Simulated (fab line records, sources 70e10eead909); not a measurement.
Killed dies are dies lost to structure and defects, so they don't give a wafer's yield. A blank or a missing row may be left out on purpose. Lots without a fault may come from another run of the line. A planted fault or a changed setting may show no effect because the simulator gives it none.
A struck lot beside a sound one | flow nand_harc | 14 steps out of a route of 1159
Sound: wafers L532.1, L532.2, L532.6. Struck: wafers L545.1, L545.2. (L545.4 of the same lot was not struck and is left out.) The cause comes at the end.
At each step with rows: each side's tool, then ch and its chambers, then its first start. Under that, the readings that differ: sound wafers | struck wafers | difference of the means | sigmas: that difference in standard deviations of wafers without a fault.
alike: readings whose means differ by less than 2 such deviations, and words and numbers that are the same on both sides. not compared: withheld readings, readings that some wafer has no value for, bounds like >300 that may hide the same value, and numbers for which the record gives no deviation and whose values overlap.
The two part at a step that has a row with sigmas, a row that says differs or no value, or rows on one side only. Numbers that don't overlap but have no deviation are shown without sigmas and don't part them. A reading that every wafer of one side lacks parts them only if that side has two wafers or more.

NHARC_A_STAIRCASE_DESCUM_186: chemistry O2, time 3 s.
  sound on rie_diel-10 ch 1,3, day 12 09:15; struck on rie_diel-13 ch 0,1, day 15 14:43
  alike: drypump_motor_current_A, oes_product_au, rf_vpp_V, showerhead_plenum_p_Torr, throttle_valve_pct
  not compared: rf_hours_counter_h
then, 3 steps without rows for these wafers: NHARC_A_STAIRCASE_TRIM_187 (chemistry O2, time 211.2 s); NHARC_A_STAIRCASE_ETCH_188 (etches the open film in C4F8/O2, target depth 100 nm, time 40.5 s); NHARC_A_STAIRCASE_TRIM_189 (chemistry O2, time 211.2 s).
NHARC_A_STAIRCASE_ETCH_190: etches the open film in C4F8/O2, target depth 100 nm, time 40.5 s.
  sound on rie_diel-10 ch 1,3; struck on rie_diel-13 ch 0,3
  alike: oes_product_au, rf_fwd_power_W, rf_vpp_V
  not compared: rf_hours_counter_h
NHARC_A_STAIRCASE_TRIM_191: chemistry O2, time 211.2 s.
  sound on rie_diel-10 ch 1,2,3; struck on rie_diel-13 ch 0,2
  alike: drypump_motor_current_A, oes_product_au, rf_vpp_V, showerhead_plenum_p_Torr, throttle_valve_pct
  not compared: rf_hours_counter_h
then, 2 steps without rows for these wafers: NHARC_A_STAIRCASE_ETCH_192 (etches the open film in C4F8/O2, target depth 100 nm, time 40.5 s); NHARC_A_STAIRCASE_TRIM_193 (chemistry O2, time 211.2 s).
NHARC_A_STAIRCASE_ETCH_194: etches the open film in C4F8/O2, target depth 100 nm, time 40.5 s.
  sound on rie_diel-10 ch 1,2,3; struck on rie_diel-13 ch 1,2
  alike: oes_product_au, rf_fwd_power_W, rf_vpp_V
  not compared: rf_hours_counter_h
NHARC_A_STAIRCASE_TRIM_196: chemistry O2, time 211.2 s.
  sound on rie_diel-11 ch 2,3, day 12 10:21; struck on rie_diel-11 ch 0,1, day 15 16:08
  alike: drypump_motor_current_A, oes_product_au, rf_vpp_V, showerhead_plenum_p_Torr, throttle_valve_pct
  not compared: rf_hours_counter_h
then, 1 step without rows for these wafers: NHARC_A_STAIRCASE_ETCH_197 (etches the open film in C4F8/O2, target depth 100 nm, time 40.5 s).
NHARC_A_STAIRCASE_TRIM_198: chemistry O2, time 211.2 s.
  sound on rie_diel-11 ch 1,2,3, day 12 10:40; struck on rie_diel-11 ch 0,2, day 15 16:25
  reading               | sound             | struck      | difference | sigmas
  oes_product_au (a.u.) | 0.990 0.975 0.999 | 1.164 1.187 | +0.188     | +13
  alike: drypump_motor_current_A, rf_vpp_V, showerhead_plenum_p_Torr, throttle_valve_pct
  not compared: rf_hours_counter_h
then, 1 step without rows for these wafers: NHARC_A_STAIRCASE_ETCH_199 (etches the open film in C4F8/O2, target depth 100 nm, time 40.5 s).
-- the record jumps here: 8 days lie between the struck wafers' starts before and after (it left off in module A_STAIRCASE and takes up again in module END, whose first step shown is number 1159 of the route) --
NHARC_END_SORT_01:
  the record has rows for the struck wafers here (prober-01 ch 0, day 23 23:42) and none for the sound ones

WHERE THEY PART
First at NHARC_A_STAIRCASE_TRIM_198; last, within this record, at NHARC_END_SORT_01.

WHY: what the simulator had put in
Process parameter drift: rie_diel-11, from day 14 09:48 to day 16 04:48, at NHARC_A_STAIRCASE_TRIM_198. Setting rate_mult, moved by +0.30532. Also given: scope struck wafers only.
